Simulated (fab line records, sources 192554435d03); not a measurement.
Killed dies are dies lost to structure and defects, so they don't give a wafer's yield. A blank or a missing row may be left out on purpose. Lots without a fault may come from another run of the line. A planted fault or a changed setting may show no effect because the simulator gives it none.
Chamber matching | flow n5_finfet | N5_BEOL_M8_ILD_DEP_00 on pecvd-02: 3 sister chambers
The step deposits SiCOH lowk from DEMS/porogen, target thk 179.75 nm, time 33.4 s. 14 wafers are shown with their chamber, then 7 later ones without.

WAFERS WITH THEIR CHAMBER
wafer  | chamber | heater_power_w (W) | throttle_valve_pct (%) | showerhead_plenum_p_Torr (Torr)
L079.4 | 0       | 332                | 13.5                   | 5.751
L079.5 | 2       | 265                | 13.7                   | 5.752
L079.6 | 1       | 265                | 13.5                   | 5.729
L081.1 | 0       | 373                | 13.4                   | 5.753
L081.4 | 1       | 252                | 13.5                   | 5.736
L081.5 | 0       | 388                | 13.6                   | 5.742
L086.1 | 1       | 243                | 13.5                   | 5.752
L086.4 | 0       | 374                | 13.5                   | 5.751
L086.5 | 1       | 248                | 13.6                   | 5.742
L089.1 | 0       | 355                | 13.6                   | 5.743
L089.2 | 2       | 261                | 14.0                   | 5.735
L089.5 | 0       | 364                | 13.6                   | 5.767
L089.3 | 2       | 264                | 13.9                   | 5.722
L089.4 | 0       | 366                | 13.9                   | 5.745

SIGNATURES (means of the wafers above)
reading                  | chamber 0 | chamber 1 | chamber 2 | scatter within a chamber
heater_power_w           | 364.57    | 252.00    | 263.33    | 13.9
throttle_valve_pct       | 13.586    | 13.525    | 13.867    | 0.136
showerhead_plenum_p_Torr | 5.75029   | 5.73975   | 5.73633   | 0.0103
Rule: a wafer's distance from a chamber is the root of the sum, over the readings, of the square of ((its reading less the chamber's mean) divided by the reading's scatter). The wafer belongs to the nearest chamber; if the next one is less than 2 further off, it can't be placed. The scatter: the root of (the sum of the squares of (reading less its chamber's mean) over the shown wafers, divided by (wafers less chambers)).

WAFERS WITHOUT THEIR CHAMBER
wafer  | heater_power_w (W) | throttle_valve_pct (%) | showerhead_plenum_p_Torr (Torr)
L089.6 | 272                | 14.0                   | 5.736
L088.1 | 249                | 13.5                   | 5.728
L088.4 | 248                | 13.3                   | 5.739
L088.6 | 387                | 13.4                   | 5.752
L095.1 | 286                | 14.3                   | 5.726
L095.3 | 262                | 13.4                   | 5.713
L095.6 | 263                | 13.3                   | 5.718

WHICH CHAMBER EACH WENT THROUGH
wafer  | from the rows above     | in truth
L089.6 | 2                       | 2
L088.1 | can't be placed: 1 or 2 | 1
L088.4 | 1                       | 1
L088.6 | 0                       | 0
L095.1 | 2                       | 2
L095.3 | can't be placed: 1 or 2 | 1
L095.6 | can't be placed: 1 or 2 | 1
Placed correctly: 4 of 7. Can't be placed from these rows: 3 (the true chamber is among the candidates in 3). Placed wrongly: 0.
